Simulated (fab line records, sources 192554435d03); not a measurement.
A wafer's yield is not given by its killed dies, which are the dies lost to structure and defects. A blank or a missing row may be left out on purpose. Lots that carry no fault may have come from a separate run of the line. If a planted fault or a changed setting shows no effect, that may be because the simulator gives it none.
Chamber matching -- flow n5Finfet -- N5_BEOL_M5_ETCH_61 on rieDiel-04: 4 sister chambers
The step etches SiARC in CF4, target depth 15.6 nm, time 26 s. 8 wafers are shown with their chamber, then 7 later ones without.

## WAFERS PAIRED WITH THEIR CHAMBERS
wafer,chamber,throttleValvePct (%),drypumpMotorCurrentA (A)
L081.4,0,15.28,5.6
L087.1,1,15.58,5.4
L087.6,3,16.15,5.9
L089.2,2,15.26,5.2
L089.4,1,15.61,5.3
L089.5,3,16.16,5.8
L091.2,0,15.30,5.6
L091.3,2,15.27,5.2

## WAFERS WITHOUT THEIR CHAMBER
wafer,throttleValvePct (%),drypumpMotorCurrentA (A)
L091.6,15.32,5.6
L094.1,15.28,5.2
L094.5,15.29,5.2
L094.6,15.62,5.4
L096.1,15.29,5.2
L096.3,15.62,5.4
L096.4,15.33,5.6

## WHICH CHAMBER EACH ONE RAN IN
wafer,from the rows above,in truth
L091.6,0,0
L094.1,2,2
L094.5,2,2
L094.6,1,1
L096.1,2,2
L096.3,1,1
L096.4,0,0
Placed correctly: 7 of 7. Not placeable from these rows: 0. Number placed wrongly: 0.
How it was worked out, from the rows above alone: a wafer's distance from a chamber is the root of the sum, over the readings, of the square of ((its reading less the chamber's mean) divided by the reading's scatter). If the next closest chamber is less than 2 further off than the closest, the wafer can't be placed; otherwise it belongs to the closest. For every chamber, the mean is computed from those of its wafers that are shown. The scatter: the root of (the sum of the squares of (reading less its chamber's mean) over the shown wafers, divided by (wafers less chambers)).
